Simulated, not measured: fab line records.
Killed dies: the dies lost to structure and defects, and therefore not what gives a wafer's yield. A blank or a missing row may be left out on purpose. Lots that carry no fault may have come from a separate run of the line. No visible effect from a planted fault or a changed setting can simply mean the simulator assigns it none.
Matching of chambers | flow n5_finfet | N5_BEOL_M14_ILD_DEP_00 on pecvd-04 has 3 sister chambers
The step deposits SiO2 from TEOS/O2, target thk 1119.3 nm, time 237.4 s. 3 wafers are shown with their chamber, then 12 later ones without.

## WAFERS, EACH WITH ITS CHAMBER
wafer  | chamber | throttle_valve_pct (%)
L088.6 | 1       | 19.4
L092.5 | 2       | 21.0
L092.6 | 0       | 18.5

## WAFERS WITH NO CHAMBER GIVEN
wafer  | throttle_valve_pct (%)
L093.2 | 18.5
L093.3 | 19.4
L093.6 | 19.3
L095.2 | 19.3
L095.4 | 19.3
L095.5 | 18.7
L096.1 | 18.5
L096.2 | 21.4
L096.3 | 19.5
L096.4 | 19.5
L096.5 | 21.2
L096.6 | 18.6

## THE CHAMBER EACH PASSED THROUGH
wafer  | from the rows above | in truth
L093.2 | 0                   | 0
L093.3 | 1                   | 1
L093.6 | 1                   | 1
L095.2 | 1                   | 1
L095.4 | 1                   | 1
L095.5 | 0                   | 0
L096.1 | 0                   | 0
L096.2 | 2                   | 2
L096.3 | 1                   | 1
L096.4 | 1                   | 1
L096.5 | 2                   | 2
L096.6 | 0                   | 0
Correctly placed: 12 of 12. Number that these rows cannot place: 0. 0 placed wrongly.
How it was worked out, from the rows above alone: a wafer's distance from a chamber is the root of the sum, over the readings, of the square of ((its reading less the chamber's mean) divided by the reading's scatter). If the next closest chamber is less than 2 further off than the closest, the wafer can't be placed; otherwise it belongs to the closest. The mean given for a chamber averages the wafers shown for that chamber. The scatter: with one shown wafer a chamber, the root of the mean of the squares of how far each hidden wafer lies from its nearest shown one.
